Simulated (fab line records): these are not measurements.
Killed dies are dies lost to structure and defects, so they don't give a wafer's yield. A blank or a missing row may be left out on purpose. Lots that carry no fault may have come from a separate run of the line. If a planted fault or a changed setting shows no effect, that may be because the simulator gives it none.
A struck lot beside a sound one + flow n5_finfet + 14 steps out of a route of 1938
Sound: the wafers L431.3, L431.4, L431.5. Wafers struck: L430.2, L430.3, L430.5. Last of all comes the cause.
At each step with rows: each side's tool, then ch and its chambers, then its first start. Under that, the readings that differ: sound wafers + struck wafers + difference of the means + sigmas: that difference in standard deviations of wafers without a fault.
alike: a reading whose means differ by less than 2 such deviations, as well as words and numbers matching on both sides. not compared: withheld readings; readings where some wafer has no value; bounds like >300 that might hide an equal value; numbers whose values overlap and for which the record gives no deviation.
The two part at a step that has a row with sigmas, a row that says differs or no value, or rows on one side only. When numbers do not overlap yet have no deviation, they are printed without sigmas and do not part them. A reading that every wafer of one side lacks parts them only if that side has two wafers or more.

first, 8 steps without rows for these wafers: N5_BEOL_M13_COAT_66 (time 60 s, resist thk 110 nm); N5_BEOL_M13_COAT_22 (resist thk 300 nm); N5_BEOL_M13_EBR_24; N5_BEOL_M13_SOFTBAKE_23 (time 60 s); N5_BEOL_M13_EXPOSE_25 (exposes mask M13, target cd 210 nm); N5_BEOL_M13_PEB_26 (peb time 90 s); N5_BEOL_M13_DEVELOP_27 (develop time 45 s); N5_BEOL_M13_HARDBAKE_32 (time 120 s).
N5_BEOL_M13_CD_MEAS_28: the cd target is 209.5 nm.
  sound on cd_sem-03 ch 0, day 14 17:22; struck on cd_sem-02 ch 0, day 15 03:20
  alike: cd_nm
N5_BEOL_M13_OVL_MEAS_29:
  sound on overlay-01 ch 0, day 14 17:24; struck on overlay-01 ch 0, day 15 03:22
  alike: M13_OVL
N5_BEOL_M13_INSPECT_30: inspects for defects (macro).
  sound: defect_inspect-02 at day 14 17:25; struck: defect_inspect-01 at day 15 03:24
  alike: raw_defect_count
N5_BEOL_M13_DESCUM_33: chemistry O2, time 7.9 s.
  sound on rie_diel-01 ch 1,2, day 14 17:28; struck on rie_diel-04 ch 0,3, day 15 03:32
| reading               | sound          | struck         | difference | sigmas |
|-----------------------|----------------|----------------|------------|--------|
| oes_product_au (a.u.) | 0.69 0.80 0.68 | 0.98 0.91 0.96 | +0.23      | +3     |
  alike: drypump_motor_current_A, o2_flow_sccm, rf_vpp_V, showerhead_plenum_p_Torr, throttle_valve_pct
  not compared: rf_hours_counter_h
N5_BEOL_M13_ETCH_67: etches SiARC in CF4, target depth 143 nm, time 238.3 s.
  sound on rie_diel-01 ch 1,2, day 14 17:30; struck on rie_diel-04 ch 0,3, day 15 03:34
| reading               | sound             | struck            | difference | sigmas |
|-----------------------|-------------------|-------------------|------------|--------|
| bias_w (W)            | 36.00 35.99 35.96 | 40.99 40.99 40.98 | +5.00      | +51    |
| oes_product_au (a.u.) | 0.59 0.69 0.59    | 0.86 0.78 0.86    | +0.21      | +3     |
| rf_vpp_V (V)          | 185.6 183.7 185.9 | 200.1 199.7 200.8 | +15.1      | +14    |
  alike: drypump_motor_current_A, etch_rf_on_time_s, showerhead_plenum_p_Torr, throttle_valve_pct
  not compared: rf_hours_counter_h
N5_BEOL_M13_ETCH_68: etches SOC in N2/H2, time 355 s.
  sound on rie_diel-01 ch 1,2, day 14 17:38; struck on rie_diel-04 ch 0,3, day 15 03:43
| reading               | sound          | struck         | difference | sigmas |
|-----------------------|----------------|----------------|------------|--------|
| oes_product_au (a.u.) | 0.68 0.81 0.68 | 0.98 0.92 0.98 | +0.24      | +3     |
  alike: bias_w, drypump_motor_current_A, rf_vpp_V, showerhead_plenum_p_Torr, throttle_valve_pct
  not compared: rf_hours_counter_h

## WHERE THEY PART
At N5_BEOL_M13_DESCUM_33 first; at N5_BEOL_M13_ETCH_68 last (within this record only).

WHY: the cause the simulator had injected
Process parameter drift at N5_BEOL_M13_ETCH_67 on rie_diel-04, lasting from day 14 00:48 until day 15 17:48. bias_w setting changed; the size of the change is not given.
